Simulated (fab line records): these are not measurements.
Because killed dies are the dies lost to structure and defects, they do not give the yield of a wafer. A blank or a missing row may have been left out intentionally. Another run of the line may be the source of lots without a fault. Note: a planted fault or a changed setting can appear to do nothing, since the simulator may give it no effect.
Matching of chambers :: flow n5Finfet :: N5_BEOL_M0_SAQP_ALD_48 on aldSin-01: 4 sister chambers
The step deposits SiO2, target thk 20 nm, pulse time 1 s, co reactant pulse time 1 s. 8 wafers are shown with their chamber, then 7 later ones without.

== WAFERS PAIRED WITH THEIR CHAMBERS ==
wafer: L076.6
chamber: 0
heaterPowerW (W): 69
precursorPulseHeightRel: 0.989

wafer: L086.3
chamber: 2
heaterPowerW (W): 98
precursorPulseHeightRel: 0.967

wafer: L086.5
chamber: 1
heaterPowerW (W): 83
precursorPulseHeightRel: 0.980

wafer: L087.1
chamber: 3
heaterPowerW (W): 74
precursorPulseHeightRel: 1.014

wafer: L087.2
chamber: 1
heaterPowerW (W): 80
precursorPulseHeightRel: 0.983

wafer: L087.3
chamber: 2
heaterPowerW (W): 97
precursorPulseHeightRel: 1.000

wafer: L090.2
chamber: 3
heaterPowerW (W): 75
precursorPulseHeightRel: 0.977

wafer: L090.4
chamber: 0
heaterPowerW (W): 68
precursorPulseHeightRel: 1.019

== WAFERS WITH NO CHAMBER GIVEN ==
wafer: L090.6
heaterPowerW (W): 67
precursorPulseHeightRel: 1.009

wafer: L092.1
heaterPowerW (W): 96
precursorPulseHeightRel: 1.046

wafer: L092.2
heaterPowerW (W): 73
precursorPulseHeightRel: 0.984

wafer: L092.3
heaterPowerW (W): 68
precursorPulseHeightRel: 0.980

wafer: L095.1
heaterPowerW (W): 94
precursorPulseHeightRel: 0.974

wafer: L095.3
heaterPowerW (W): 74
precursorPulseHeightRel: 0.957

wafer: L095.6
heaterPowerW (W): 73
precursorPulseHeightRel: 1.026

== WHICH CHAMBER EACH WENT THROUGH ==
wafer: L090.6
from the rows above: 0
in truth: 0

wafer: L092.1
from the rows above: 2
in truth: 2

wafer: L092.2
from the rows above: 3
in truth: 3

wafer: L092.3
from the rows above: 0
in truth: 0

wafer: L095.1
from the rows above: 2
in truth: 2

wafer: L095.3
from the rows above: 3
in truth: 3

wafer: L095.6
from the rows above: can't be placed: 3 or 0
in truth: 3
Correctly placed: 6 of 7. These rows do not allow placing 1 (true chamber among the candidates in 1). Number placed wrongly: 0.
How it was worked out, from the rows above alone: a wafer's distance from a chamber is the root of the sum, over the readings, of the square of ((its reading less the chamber's mean) divided by the reading's scatter). The wafer belongs to the nearest chamber; if the next one is less than 2 further off, it can't be placed. The mean given for a chamber averages the wafers shown for that chamber. The scatter is the square root of a quotient: the sum, over the shown wafers, of each reading's squared deviation from its chamber's mean, divided by wafers minus chambers.
